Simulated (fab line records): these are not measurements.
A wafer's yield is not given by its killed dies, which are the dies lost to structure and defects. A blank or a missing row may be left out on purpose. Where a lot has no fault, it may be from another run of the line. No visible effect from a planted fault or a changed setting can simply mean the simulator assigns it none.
fab line records + flow nand-harc
record:
- lots: 12
- wafers: 36
- last-day: 24
route steps=1159 shown A_CONTACT@947 END@1159
lots untouched by any fault: they come from a run of this same line in which no faults occurred
start-h: hours from the record's opening day to when the first of the lot's shown wafers began + wait-h: hours since the lot's step before + " as in the row above + L1.1+2: a row that stands for several wafers + - no value, or no start was given + * or withheld: withheld + < > ~ a bound
route shown NAME@n: a module of which the file shows steps, and the number in the route of the first + usual: average and standard deviation across the fault-free wafers + same: alike in all rows + chamber/n: place in a boat + sites: readings site by site + _std_site: the values' standard deviation + _edge_site: mean of outer sites minus mean of inner sites + radius-mm: how far each site lies from the wafer's centre + mask NAME#n: copy n + behind: the tool/chamber that last shaped the wafer + hold: why the lot was held/for how many hours/how that ended + device: names the non-switching transistor (n, p or np) + end of line: the route-end tests of the same wafers + a step with no rows: only its recipe + killed: dies that structure and defects cost at the first sort, which is not the same as the wafer's yield + map: dies across one wafer; x = killed, . = not, _ = none there
set.NAME: the setting that was run; set.NAME@STEP: the one run at that earlier step + model.NAME: the simulator's own value behind a step, which no gauge read
route steps across a sampled set of lots; one table per step, one row per wafer
services: the hour from which a tool's chamber was out of use, counted from the record's first day as start-h (under 0 if before that day), plus the number of hours and why
== steps ==
step: NHARC_A_CONTACT_ETCH_138
recipe:
- source-w: withheld
- pressure-mtorr: 20
- bias-v: 3000
- time-s: 132
- target-depth-a: 12890
- ar-flow-sccm: withheld
- c4f8-flow-sccm: withheld
- o2-flow-sccm: withheld
- chemistry: C4F8/O2/Ar
| lot.wafer | tool            | chamber | start-h | wait-h | rf-hours-counter-h |
|-----------|-----------------|---------|---------|--------|--------------------|
| L955.2    | har-cap-etch-03 | 0       | 381.35  | 0.1    | 87                 |
| L955.4    | "               | 1       | "       | "      | -                  |
| L955.6    | "               | 0       | "       | "      | -                  |
| L958.1    | har-cap-etch-03 | 1       | 399.65  | 0.1    | 90                 |
| L958.3    | "               | 1       | "       | "      | -                  |
| L958.5    | "               | 0       | "       | "      | -                  |
| L960.1    | har-cap-etch-02 | 1       | 420.90  | 0.1    | 17                 |
| L960.2    | "               | 0       | "       | "      | 17                 |
| L960.3    | "               | 0       | "       | "      | -                  |
| L963.3    | har-cap-etch-03 | 0       | 437.78  | 0.1    | -                  |
| L963.4    | "               | 1       | "       | "      | -                  |
| L963.6    | "               | 1       | "       | "      | -                  |
| L966.1    | har-cap-etch-01 | 1       | 450.76  | 0.1    | 72                 |
| L966.3    | "               | 1       | "       | "      | -                  |
| L966.5    | "               | 0       | "       | "      | -                  |
| L967.1    | har-cap-etch-03 | 0       | 457.07  | 0.1    | 101                |
| L967.3    | "               | 1       | "       | "      | -                  |
| L967.5    | "               | 0       | "       | "      | -                  |
| L969.1    | har-cap-etch-02 | 1       | 473.45  | 0.1    | 27                 |
| L969.3    | "               | 0       | "       | "      | -                  |
| L969.6    | "               | 0       | "       | "      | -                  |
| L971.1    | har-cap-etch-02 | 1       | 477.75  | 0.1    | 28                 |
| L971.2    | "               | 0       | "       | "      | 28                 |
| L971.3    | "               | 0       | "       | "      | -                  |
| L972.4    | har-cap-etch-03 | 1       | 488.99  | 0.1    | -                  |
| L972.5    | "               | 0       | "       | "      | -                  |
| L972.6    | "               | 1       | "       | "      | -                  |
| L975.1    | har-cap-etch-02 | 1       | 496.88  | 0.1    | 31                 |
| L975.3    | "               | 0       | "       | "      | -                  |
| L975.5    | "               | 1       | "       | "      | -                  |
| L973.1    | har-cap-etch-01 | 0       | 502.12  | 0.1    | 80                 |
| L973.2    | "               | 1       | "       | "      | 80                 |
| L973.6    | "               | 1       | "       | "      | -                  |
| L977.1    | har-cap-etch-01 | 0       | 526.01  | 0.1    | 85                 |
| L977.3    | "               | 1       | "       | "      | -                  |
| L977.4    | "               | 0       | "       | "      | -                  |
step: NHARC_A_CONTACT_ETCH_139
recipe:
- source-w: withheld
- pressure-mtorr: 20
- bias-v: 400
- time-s: 137
- target-depth-a: 5900
- ar-flow-sccm: withheld
- c4f8-flow-sccm: 11.5
- o2-flow-sccm: 7.2
- chemistry: C4F8/O2/Ar
| lot.wafer | tool            | chamber | start-h | wait-h | rf-hours-counter-h |
|-----------|-----------------|---------|---------|--------|--------------------|
| L955.2    | har-cap-etch-03 | 0       | 381.49  | 0.1    | 87                 |
| L955.4    | "               | 1       | "       | "      | -                  |
| L955.6    | "               | 0       | "       | "      | -                  |
| L958.1    | har-cap-etch-03 | 1       | 399.79  | 0.1    | 91                 |
| L958.3    | "               | 1       | "       | "      | -                  |
| L958.5    | "               | 0       | "       | "      | -                  |
| L960.1    | har-cap-etch-02 | 1       | 421.03  | 0.1    | 17                 |
| L960.2    | "               | 0       | "       | "      | 17                 |
| L960.3    | "               | 0       | "       | "      | -                  |
| L963.3    | har-cap-etch-03 | 0       | 437.94  | 0.1    | -                  |
| L963.4    | "               | 1       | "       | "      | -                  |
| L963.6    | "               | 1       | "       | "      | -                  |
| L966.1    | har-cap-etch-01 | 1       | 450.89  | 0.1    | 72                 |
| L966.3    | "               | 1       | "       | "      | -                  |
| L966.5    | "               | 0       | "       | "      | -                  |
| L967.1    | har-cap-etch-03 | 0       | 457.19  | 0.1    | 101                |
| L967.3    | "               | 1       | "       | "      | -                  |
| L967.5    | "               | 0       | "       | "      | -                  |
| L969.1    | har-cap-etch-02 | 1       | 473.58  | 0.1    | 27                 |
| L969.3    | "               | 0       | "       | "      | -                  |
| L969.6    | "               | 0       | "       | "      | -                  |
| L971.1    | har-cap-etch-02 | 1       | 477.91  | 0.1    | 28                 |
| L971.2    | "               | 0       | "       | "      | 28                 |
| L971.3    | "               | 0       | "       | "      | -                  |
| L972.4    | har-cap-etch-03 | 1       | 489.16  | 0.2    | -                  |
| L972.5    | "               | 0       | "       | "      | -                  |
| L972.6    | "               | 1       | "       | "      | -                  |
| L975.1    | har-cap-etch-02 | 1       | 497.01  | 0.1    | 31                 |
| L975.3    | "               | 0       | "       | "      | -                  |
| L975.5    | "               | 1       | "       | "      | -                  |
| L973.1    | har-cap-etch-01 | 0       | 502.24  | 0.1    | 80                 |
| L973.2    | "               | 1       | "       | "      | 80                 |
| L973.6    | "               | 1       | "       | "      | -                  |
| L977.1    | har-cap-etch-01 | 0       | 526.15  | 0.1    | 85                 |
| L977.3    | "               | 1       | "       | "      | -                  |
| L977.4    | "               | 0       | "       | "      | -                  |
step: NHARC_A_CONTACT_STRIP_26
recipe:
- o2-flow-sccm: 500
- ar-flow-sccm: 0
- bias-w: 0
- chemistry: O2
usual:
- drypump-motor-current-A: 5.6/0.51
- o2-flow-sccm: 499.7/1.6
- oes-product-au: 0.998/0.0075
- rf-vpp-V: 57.9/0.84
- showerhead-plenum-p-Torr: 3.56/0.16
- throttle-valve-pct: 17.038/0.0095
| lot.wafer | tool        | chamber | start-h | wait-h | drypump-motor-current-A | o2-flow-sccm | oes-product-au | rf-hours-counter-h | rf-vpp-V | showerhead-plenum-p-Torr | throttle-valve-pct |
|-----------|-------------|---------|---------|--------|-------------------------|--------------|----------------|--------------------|----------|--------------------------|--------------------|
| L955.2    | rie-diel-11 | 2       | -       | -      | 4.8                     | 499.6        | 1.003          | 2                  | 56.8     | 3.67                     | 17.038             |
| L955.4    | "           | 1       | "       | "      | 6.4                     | 500.2        | 1.000          | 2                  | 57.2     | 3.34                     | 17.052             |
| L955.6    | "           | 3       | "       | "      | 5.9                     | 497.6        | 1.005          | -                  | 58.8     | 3.73                     | 17.046             |
| L958.1    | rie-diel-02 | 2       | -       | -      | 5.5                     | 501.7        | 0.998          | 14                 | 58.3     | 3.30                     | 17.032             |
| L958.3    | "           | 3       | "       | "      | 5.8                     | 496.9        | 0.992          | 14                 | 58.5     | 3.66                     | 17.049             |
| L958.5    | "           | 1       | "       | "      | 4.9                     | 498.6        | 0.992          | -                  | 56.9     | 3.59                     | 17.036             |
| L960.3    | rie-diel-12 | 1       | -       | -      | 5.0                     | 503.0        | 1.002          | 10                 | 57.1     | 3.34                     | 17.021             |
| L960.2    | "           | 2       | "       | "      | 5.7                     | 499.7        | 1.002          | 11                 | 58.5     | 3.50                     | 17.041             |
| L960.1    | "           | 3       | "       | "      | 5.9                     | 502.4        | 0.998          | 10                 | 59.4     | 3.63                     | 17.040             |
| L963.4    | rie-diel-02 | 2       | -       | -      | 5.5                     | 502.7        | 0.996          | 19                 | 58.4     | 3.30                     | 17.056             |
| L963.3    | "           | 3       | "       | "      | 5.8                     | 499.5        | 0.992          | 20                 | 58.6     | 3.66                     | 17.029             |
| L963.6    | "           | 2       | "       | "      | 5.5                     | 498.0        | 0.993          | -                  | 57.0     | 3.30                     | 17.034             |
| L966.3    | rie-diel-02 | 0       | -       | -      | 6.3                     | 502.4        | 0.993          | 24                 | 57.5     | 3.71                     | 17.024             |
| L966.1    | "           | 1       | "       | "      | 4.9                     | 500.8        | 0.981          | 22                 | 58.2     | 3.59                     | 17.045             |
| L966.5    | "           | 3       | "       | "      | 5.8                     | 499.3        | 0.985          | -                  | 58.3     | 3.66                     | 17.041             |
| L967.1    | rie-diel-02 | 2       | -       | -      | 5.5                     | 499.3        | 0.975          | 24                 | 57.3     | 3.30                     | 17.027             |
| L967.3    | "           | 1       | "       | "      | 4.9                     | 497.7        | 0.988          | 23                 | 56.4     | 3.58                     | 17.034             |
| L967.5    | "           | 2       | "       | "      | 5.5                     | 499.0        | 0.994          | -                  | 57.6     | 3.30                     | 17.039             |
| L969.1    | rie-diel-02 | 2       | -       | -      | 5.5                     | 498.3        | 0.993          | 28                 | 57.5     | 3.30                     | 17.037             |
| L969.3    | "           | 3       | "       | "      | 5.8                     | 500.3        | 1.006          | 28                 | 58.2     | 3.66                     | 17.038             |
| L969.6    | "           | 2       | "       | "      | 5.5                     | 496.5        | 0.995          | -                  | 56.5     | 3.30                     | 17.034             |
| L971.2    | rie-diel-02 | 2       | -       | -      | 5.5                     | 498.5        | 1.004          | 29                 | 58.4     | 3.30                     | 17.054             |
| L971.1    | "           | 3       | "       | "      | 5.8                     | 500.9        | 1.003          | 29                 | 58.3     | 3.66                     | 17.049             |
| L971.3    | "           | 0       | "       | "      | 6.3                     | 497.6        | 1.008          | 30                 | 58.5     | 3.70                     | 17.037             |
| L972.4    | rie-diel-02 | 3       | -       | -      | 5.8                     | 499.6        | 1.002          | 31                 | 57.8     | 3.66                     | 17.053             |
| L972.6    | "           | 0       | "       | "      | 6.3                     | 499.3        | 0.990          | -                  | 58.7     | 3.70                     | 17.036             |
| L972.5    | "           | 1       | "       | "      | 5.0                     | 501.0        | 0.983          | -                  | 58.1     | 3.58                     | 17.054             |
| L975.1    | rie-diel-11 | 1       | -       | -      | 6.4                     | 498.4        | 0.998          | 50                 | 57.0     | 3.32                     | 17.032             |
| L975.3    | "           | 0       | "       | "      | 5.1                     | 500.2        | 0.993          | 47                 | 57.9     | 3.78                     | 17.034             |
| L975.5    | "           | 1       | "       | "      | 6.3                     | 500.1        | 1.005          | -                  | 56.3     | 3.32                     | 17.042             |
| L973.1    | rie-diel-11 | 2       | -       | -      | 4.8                     | 503.2        | 1.007          | 48                 | 59.1     | 3.65                     | 17.044             |
| L973.2    | "           | 0       | "       | "      | 5.1                     | 499.5        | 1.003          | 47                 | 58.7     | 3.78                     | 17.039             |
| L973.6    | "           | 3       | "       | "      | 5.9                     | 499.7        | 1.006          | -                  | 58.7     | 3.71                     | 17.041             |
| L977.3    | rie-diel-02 | 1       | -       | -      | 4.9                     | 501.5        | 1.001          | 4                  | 58.2     | 3.58                     | 17.029             |
| L977.4    | "           | 2       | "       | "      | 5.5                     | 497.0        | 1.005          | 3                  | 56.9     | 3.29                     | 17.034             |
| L977.1    | "           | 3       | "       | "      | 5.8                     | 500.1        | 0.991          | 3                  | 58.4     | 3.65                     | 17.043             |
step: NHARC_A_CONTACT_CVD_19
recipe:
- target-thk-a: 3000
- temp-c: 300
- pressure-torr: 40
- wf6-flow-sccm: 40
- h2-flow-sccm: 1600
- ar-flow-sccm: 1560
- time-s: 802
- material: W
usual:
- heater-power-w: 519/37
- throttle-valve-pct: 8.09/0.2
| lot.wafer | tool     | chamber | start-h | wait-h | heater-power-w | throttle-valve-pct |
|-----------|----------|---------|---------|--------|----------------|--------------------|
| L955.2    | cvd-w-01 | 0       | 384.62  | -      | 507            | 8.40               |
| L955.4    | "        | 1       | "       | "      | 554            | 7.89               |
| L955.6    | "        | 1       | "       | "      | 562            | 8.07               |
| L958.1    | cvd-w-01 | 1       | 401.52  | -      | 562            | 8.10               |
| L958.3    | "        | 1       | "       | "      | 548            | 8.08               |
| L958.5    | "        | 0       | "       | "      | 513            | 8.02               |
| L960.1    | cvd-w-02 | 0       | 423.17  | -      | 472            | 7.98               |
| L960.2    | "        | 1       | "       | "      | 498            | 8.04               |
| L960.3    | "        | 0       | "       | "      | 464            | 7.91               |
| L963.4    | cvd-w-01 | 0       | 442.58  | -      | 511            | 8.37               |
| L963.3    | "        | 1       | "       | "      | 564            | 8.04               |
| L963.6    | "        | 0       | "       | "      | 513            | 8.16               |
| L966.1    | cvd-w-02 | 1       | 454.58  | -      | 507            | 8.02               |
| L966.3    | "        | 0       | "       | "      | 456            | 7.92               |
| L966.5    | "        | 0       | "       | "      | 456            | 7.87               |
| L967.1    | cvd-w-02 | 1       | 459.04  | -      | 512            | 7.76               |
| L967.3    | "        | 0       | "       | "      | 474            | 7.97               |
| L967.5    | "        | 1       | "       | "      | 519            | 8.30               |
| L967.1    | cvd-w-02 | 1       | 460.03  | 0.9    | 509            | 7.87               |
| L967.3    | "        | 0       | "       | "      | 480            | 8.04               |
| L967.5    | "        | 1       | "       | "      | 511            | 7.91               |
| L969.1    | cvd-w-01 | 0       | 478.01  | -      | 512            | 8.31               |
| L969.3    | "        | 1       | "       | "      | 568            | 8.04               |
| L969.6    | "        | 0       | "       | "      | 522            | 7.95               |
| L969.1    | cvd-w-01 | 0       | 480.01  | 1.9    | 521            | 8.56               |
| L969.3    | "        | 1       | "       | "      | 560            | 7.82               |
| L969.6    | "        | 0       | "       | "      | 521            | 7.94               |
| L971.1    | cvd-w-02 | 0       | 480.19  | -      | 477            | 8.25               |
| L971.2    | "        | 1       | "       | "      | 519            | 7.74               |
| L971.3    | "        | 0       | "       | "      | 472            | 8.20               |
| L972.4    | cvd-w-02 | 1       | 491.19  | -      | 527            | 7.98               |
| L972.6    | "        | 0       | "       | "      | 458            | 8.10               |
| L972.5    | "        | 1       | "       | "      | 514            | 7.84               |
| L975.1    | cvd-w-01 | 0       | 503.10  | -      | 538            | 8.34               |
| L975.3    | "        | 0       | "       | "      | 539            | 8.13               |
| L975.5    | "        | 1       | "       | "      | 574            | 8.53               |
| L973.2    | cvd-w-01 | 0       | 508.12  | -      | 548            | 8.26               |
| L973.1    | "        | 1       | "       | "      | 583            | 8.20               |
| L973.6    | "        | 0       | "       | "      | 526            | 7.94               |
| L977.1    | cvd-w-01 | 1       | 528.40  | -      | 590            | 8.34               |
| L977.3    | "        | 1       | "       | "      | 561            | 8.04               |
| L977.4    | "        | 0       | "       | "      | 517            | 8.00               |
step: NHARC_A_CONTACT_CMP_20
recipe:
- t-overpolish-s: 30
- target-thk-nm: 300
usual:
- motor-current-A: 12.1/1.2
- overpolish-run-s: 29.999/0.0093
- time-to-endpoint-s: 59.7/2.3
| lot.wafer | tool   | chamber | start-h | wait-h | motor-current-A | overpolish-run-s | time-to-endpoint-s |
|-----------|--------|---------|---------|--------|-----------------|------------------|--------------------|
| L955.4    | cmp-03 | 0       | 385.50  | 0.4    | 11.4            | 29.999           | 60.4               |
| L955.2    | "      | 3       | "       | "      | 11.9            | 30.003           | 59.6               |
| L955.6    | "      | 0       | "       | "      | 11.0            | 29.996           | 59.2               |
| L958.1    | cmp-03 | 0       | 402.56  | 0.9    | 10.7            | 30.015           | 63.1               |
| L958.3    | "      | 2       | "       | "      | 13.9            | 30.013           | 61.1               |
| L958.5    | "      | 1       | "       | "      | 11.6            | 30.000           | 63.6               |
| L960.1    | cmp-03 | 3       | 424.06  | 0.8    | 12.1            | 30.005           | 60.8               |
| L960.2    | "      | 0       | "       | "      | 11.8            | 30.002           | 59.9               |
| L960.3    | "      | 1       | "       | "      | 11.6            | 29.993           | 59.3               |
| L963.3    | cmp-03 | 0       | 443.27  | 0.4    | 11.0            | 29.998           | 62.3               |
| L963.4    | "      | 1       | "       | "      | 12.3            | 29.993           | 63.2               |
| L963.6    | "      | 3       | "       | "      | 11.7            | 29.983           | 58.6               |
| L966.1    | cmp-01 | 0       | 455.46  | 0.8    | 11.2            | 30.012           | 60.1               |
| L966.3    | "      | 2       | "       | "      | 11.1            | 29.987           | 56.9               |
| L966.5    | "      | 1       | "       | "      | 11.4            | 29.998           | 60.9               |
| L967.1    | cmp-03 | 3       | 461.08  | 0.9    | 12.2            | 29.989           | 118.9              |
| L967.3    | "      | 0       | "       | "      | 11.1            | 30.002           | 118.4              |
| L967.5    | "      | 1       | "       | "      | 11.3            | 30.013           | 120.6              |
| L969.1    | cmp-04 | 2       | 481.00  | 0.9    | 14.1            | 30.006           | 120.2              |
| L969.3    | "      | 3       | "       | "      | 11.0            | 30.014           | 116.9              |
| L969.6    | "      | 3       | "       | "      | 11.0            | 30.004           | 120.6              |
| L971.1    | cmp-03 | 1       | 481.10  | 0.8    | 11.2            | 30.008           | 63.2               |
| L971.3    | "      | 2       | "       | "      | 13.4            | 29.987           | 60.6               |
| L971.2    | "      | 3       | "       | "      | 12.2            | 30.018           | 62.2               |
| L972.4    | cmp-03 | 1       | 491.78  | 0.5    | 11.0            | 29.991           | 60.0               |
| L972.6    | "      | 2       | "       | "      | 14.1            | 29.995           | 61.3               |
| L972.5    | "      | 3       | "       | "      | 12.0            | 29.988           | 62.4               |
| L975.1    | cmp-04 | 3       | 504.00  | 0.8    | 10.3            | 30.009           | 58.4               |
| L975.3    | "      | 0       | "       | "      | 13.6            | 30.010           | 58.2               |
| L975.5    | "      | 2       | "       | "      | 14.6            | 30.001           | 58.1               |
| L973.2    | cmp-01 | 1       | 509.03  | 0.8    | 10.7            | 29.996           | 60.1               |
| L973.1    | "      | 2       | "       | "      | 11.5            | 30.003           | 59.4               |
| L973.6    | "      | 2       | "       | "      | 10.9            | 30.005           | 57.1               |
| L977.1    | cmp-04 | 1       | 529.33  | 0.8    | 11.2            | 29.996           | 53.3               |
| L977.4    | "      | 2       | "       | "      | 13.4            | 30.000           | 54.2               |
| L977.3    | "      | 3       | "       | "      | 10.7            | 29.993           | 53.2               |
step: NHARC_END_SORT_01
recipe:
- temp-c: 25
usual:
- killed-at-array: 29/11
- killed-at-other: 0.6/0.92
- killed-at-periphery: 3.2/2
- killed-dies: 33/11
- killed-open: 3.2/2
- killed-short: 1.9/1.5
same:
- gross-dies: 677
| lot.wafer | tool      | chamber | start-h | wait-h | killed-at-array | killed-at-other | killed-at-periphery | killed-dies | killed-open | killed-short |
|-----------|-----------|---------|---------|--------|-----------------|-----------------|---------------------|-------------|-------------|--------------|
| L969.1    | prober-01 | 0       | 541.43  | 2.5    | 13              | 0               | 3                   | 16          | 5           | 2            |
| L969.3    | prober-01 | 0       | 543.03  | 3.1    | 19              | 1               | 1                   | 21          | 7           | 2            |
| L969.6    | prober-01 | 0       | 545.42  | 4.0    | 11              | 1               | 0                   | 12          | 4           | 0            |
killed by level:class
L969.1 A_CONTACT:chamber-film-flake=4 A_STAIRCASE:chamber-film-flake=3 A_CHANNEL_HOLE_D1:geometric-particle:short=2 P_M0:geometric-particle:open=1 A_CHANNEL_FILL_D1:geometric-particle:open=1 A_WL_FILL:geometric-particle:open=1 A_CONTACT:geometric-particle:open=1 A_BLC:geometric-particle:open=1
L969.3 A_CHANNEL_HOLE_D1:chamber-film-flake=5 A_CONTACT:chamber-film-flake=4 A_WL_FILL:geometric-particle:open=2 A_STAIRCASE:chamber-film-flake=2 A_ONON_D1:geometric-particle:short=1 A_ONON_D1:geometric-particle:open=1 A_CHANNEL_FILL_D1:geometric-particle:short=1 A_CHANNEL_FILL_D1:geometric-particle:open=1
L969.6 A_CHANNEL_HOLE_D1:chamber-film-flake=3 A_CHANNEL_FILL_D1:geometric-particle:open=2 A_STAIRCASE:chamber-film-flake=2 A_CONTACT:chamber-film-flake=2 A_SGD_CUT:geometric-particle:open=1 STARTING-WAFER:geometric-particle:open=1 A_WL_FILL:chamber-film-flake=1
== services ==
| tool            | chamber | start-h | hours | kind   |
|-----------------|---------|---------|-------|--------|
| rie-diel-02     | 1       | 359.95  | 6.9   | repair |
| rie-diel-11     | 2       | 363.14  | 3.9   | repair |
| rie-diel-11     | -       | 366.82  | 9.0   | pm     |
| cmp-04          | -       | 373.11  | 2.0   | repair |
| cmp-01          | -       | 375.53  | 4.0   | pm     |
| cvd-w-02        | -       | 379.58  | 13.0  | pm     |
| cmp-01          | -       | 387.49  | 44.4  | repair |
| cmp-04          | -       | 399.00  | 4.0   | pm     |
| har-cap-etch-02 | -       | 418.51  | 0.6   | repair |
| cmp-04          | -       | 424.51  | 1.5   | repair |
| cmp-03          | -       | 433.16  | 0.2   | repair |
| har-cap-etch-01 | -       | 434.52  | 0.1   | repair |
| cmp-04          | -       | 446.26  | 0.6   | repair |
| cmp-01          | -       | 449.32  | 4.0   | repair |
| cmp-03          | -       | 450.06  | 4.0   | pm     |
| cmp-01          | -       | 453.65  | 1.5   | repair |
| cvd-w-01        | -       | 481.41  | 13.0  | pm     |
| rie-diel-02     | 2       | 490.18  | 1.7   | repair |
| cmp-04          | -       | 497.04  | 4.0   | pm     |
| rie-diel-02     | -       | 504.79  | 9.0   | pm     |
| rie-diel-11     | 1       | 509.97  | 11.8  | repair |
| har-cap-etch-03 | -       | 512.78  | 0.4   | repair |
| rie-diel-02     | 0       | 513.83  | 1.9   | repair |
| cmp-04          | -       | 514.07  | 4.3   | repair |
== key ==
first-sign:
- step: NHARC_A_CONTACT_CVD_19
- reading: visit
- direction: added
effect:
- step: NHARC_A_CONTACT_CMP_20
- reading: time-to-endpoint-s
- direction: up
- sigmas: 26
- usual: *
- struck: *
met-at NHARC_A_CONTACT_CVD_19
struck-lots L967,L969
tester-left-out L967,L969
not-acting-at NHARC_A_CONTACT_ETCH_138,NHARC_A_CONTACT_ETCH_139,NHARC_A_CONTACT_STRIP_26
fault:
- kind: repeated-step-whole
- tool: cvd-w-01,cvd-w-02
- chamber: -
- onset-h: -
- steps: NHARC_A_CONTACT_CVD_19
- times: 1
- scope: struck-lots-only
tester-left-out: of these lots the tester's yield and bins aren't shown, on N5 and GAA mostly nor the transistor test; their killed dies are dies lost to structure and defects alone, not to doping, threshold or leakage, so they don't give the yield
